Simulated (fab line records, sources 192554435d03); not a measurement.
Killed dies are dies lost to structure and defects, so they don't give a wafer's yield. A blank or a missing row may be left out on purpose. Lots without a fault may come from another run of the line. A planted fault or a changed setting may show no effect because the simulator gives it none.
A struck lot beside a sound one | flow n5_finfet | 21 steps out of a route of 1938
Sound: wafers L499.1, L499.2, L499.3. Struck: wafer L504.2. (L504.5, L504.6 of the same lot were not struck and are left out.) The cause comes at the end.
At each step with rows: each side's tool, then ch and its chambers, then its first start. Under that, the readings that differ: sound wafers | struck wafers | difference of the means | sigmas: that difference in standard deviations of wafers without a fault.
alike: readings whose means differ by less than 2 such deviations, and words and numbers that are the same on both sides. not compared: withheld readings, readings that some wafer has no value for, bounds like >300 that may hide the same value, and numbers for which the record gives no deviation and whose values overlap.
The two part at a step that has a row with sigmas, a row that says differs or no value, or rows on one side only. Numbers that don't overlap but have no deviation are shown without sigmas and don't part them. A reading that every wafer of one side lacks parts them only if that side has two wafers or more.

first, 7 steps without rows for these wafers: N5_BEOL_M14_COAT_22 (resist thk 300 nm); N5_BEOL_M14_EBR_24; N5_BEOL_M14_SOFTBAKE_23 (time 60 s); N5_BEOL_M14_EXPOSE_25 (exposes mask M14, target cd 280 nm); N5_BEOL_M14_PEB_26 (peb time 90 s); N5_BEOL_M14_DEVELOP_27 (develop time 45 s); N5_BEOL_M14_HARDBAKE_32 (time 120 s).
N5_BEOL_M14_CD_MEAS_28: target cd 284.4 nm.
  sound on cd_sem-03 ch 0, day 14 11:21; struck on cd_sem-01 ch 0, day 16 03:21
  alike: cd_nm
N5_BEOL_M14_OVL_MEAS_29:
  sound on overlay-01 ch 0, day 14 11:23; struck on overlay-01 ch 0, day 16 03:23
  alike: M14_OVL
N5_BEOL_M14_INSPECT_30: inspects for defects (macro).
  sound on defect_inspect-01, day 14 11:24; struck on defect_inspect-02, day 16 03:24
  alike: raw_defect_count
N5_BEOL_M14_DESCUM_33: chemistry O2, time 7.9 s.
  sound on rie_diel-01 ch 1,2,3, day 14 11:31; struck on rie_diel-01 ch 2, day 16 03:26
  reading                | sound          | struck | difference | sigmas
  oes_product_au (a.u.)  | 0.72 0.80 0.67 | 0.97   | +0.24      | +3
  rf_hours_counter_h (h) | 207 95 247     | 9      | -174       |
  alike: drypump_motor_current_A, rf_vpp_V, showerhead_plenum_p_Torr, throttle_valve_pct
N5_BEOL_M14_ETCH_67: etches SiARC in CF4, target depth 143 nm, time 238.3 s.
  sound on rie_diel-01 ch 1,2,3, day 14 11:32; struck on rie_diel-01 ch 2, day 16 03:28
  reading                | sound             | struck | difference | sigmas
  oes_product_au (a.u.)  | 0.62 0.68 0.58    | 0.82   | +0.19      | +3
  rf_hours_counter_h (h) | 207 95 247        | 9      | -174       |
  rf_vpp_V (V)           | 181.9 182.6 184.2 | 186.3  | +3.4       | +3
  alike: cf4_flow_sccm, drypump_motor_current_A, etch_rf_on_time_s, showerhead_plenum_p_Torr, throttle_valve_pct
N5_BEOL_M14_ETCH_68: etches SOC in N2/H2, time 450 s.
  sound on rie_diel-01 ch 1,2,3, day 14 11:41; struck on rie_diel-01 ch 2, day 16 03:37
  reading                                     | sound           | struck | difference | sigmas
  oes_product_au (a.u.)                       | 0.72 0.78 0.69  | 1.35   | +0.62      | +8
  rf_hours_counter_h (h)                      | 207 95 247      | 10     | -173       |
  model.SiARC_of_BEOL_M14_COAT_66.thk_nm (nm) | 66.2 64.8 65.2  | 35.4   | -30.0      |
  model.BEOL_M14.cd_nm (nm)                   | 280.2 278.4 281 | 294.8  | +14.9      |
  alike: drypump_motor_current_A, rf_vpp_V, showerhead_plenum_p_Torr, throttle_valve_pct
then, 1 step without rows for these wafers: N5_BEOL_M14_STRIP_69 (strips in N2/H2).
N5_BEOL_M14_TRENCH_ETCH_34: etches SiO2 in C4F8/O2/Ar, target depth 556.65 nm, time 126.9 s.
  sound on rie_diel-01 ch 1,2,3, day 14 11:58; struck on rie_diel-01 ch 2, day 16 03:53
  reading                | sound          | struck | difference | sigmas
  oes_f_703_au (a.u.)    | 0.74 0.80 0.67 | 0.94   | +0.20      | +3
  oes_product_au (a.u.)  | 0.71 0.79 0.68 | 0.95   | +0.22      | +3
  rf_hours_counter_h (h) | 207 95 247     | 10     | -173       |
  alike: drypump_motor_current_A, rf_vpp_V, showerhead_plenum_p_Torr, throttle_valve_pct
then, 1 step without rows for these wafers: N5_BEOL_M14_STRIP_70 (strips in C4F8/O2/Ar).
N5_BEOL_M14_OCD_MEAS_35:
  sound on ocd-02, day 14 12:07; struck on ocd-02, day 16 04:03
  alike: trench_depth_nm
N5_BEOL_M14_STRIP_37: strips in O2.
  sound on rie_diel-05 ch 1,2,3, day 14 13:41; struck on rie_diel-01 ch 0, day 16 05:14
  alike: drypump_motor_current_A, oes_product_au, rf_vpp_V, showerhead_plenum_p_Torr, throttle_valve_pct
  not compared: rf_hours_counter_h
N5_BEOL_M14_ETCH_38: etches SiCN in CF4/N2, target depth 106.5 nm, time 120.6 s.
  sound on rie_diel-05 ch 1,2,3; struck on rie_diel-01 ch 0
  reading                   | sound           | struck | difference | sigmas
  model.BEOL_M14.cd_nm (nm) | 280.2 278.8 281 | 294.8  | +14.8      |
  alike: cf4_flow_sccm, drypump_motor_current_A, oes_product_au, rf_vpp_V, showerhead_plenum_p_Torr, throttle_valve_pct
  not compared: rf_hours_counter_h
then, 1 step without rows for these wafers: N5_BEOL_M14_PRECLEAN_39 (cleans in residue remover, time 60 s).
N5_PASSIVATION_PROBE_49:
  sound on prober-01, day 15 13:40; struck on prober-01, day 17 11:10
  alike: defect_limited_yield, killed_at_M0_to_M3, killed_at_M4_up, killed_at_contacts, killed_at_front_end, killed_at_other, killed_dies, killed_open, killed_short, sort_bin_4_leakage, sort_bin_5_function, sort_bin_6_memory, sort_n_pass, sort_yield_pct

WHERE THEY PART
First at N5_BEOL_M14_DESCUM_33; last, within this record, at N5_BEOL_M14_TRENCH_ETCH_34. Later steps at which nothing parts them and some readings are alike: N5_BEOL_M14_OCD_MEAS_35, N5_BEOL_M14_STRIP_37, N5_BEOL_M14_ETCH_38, N5_PASSIVATION_PROBE_49.

WHY: what the simulator had put in
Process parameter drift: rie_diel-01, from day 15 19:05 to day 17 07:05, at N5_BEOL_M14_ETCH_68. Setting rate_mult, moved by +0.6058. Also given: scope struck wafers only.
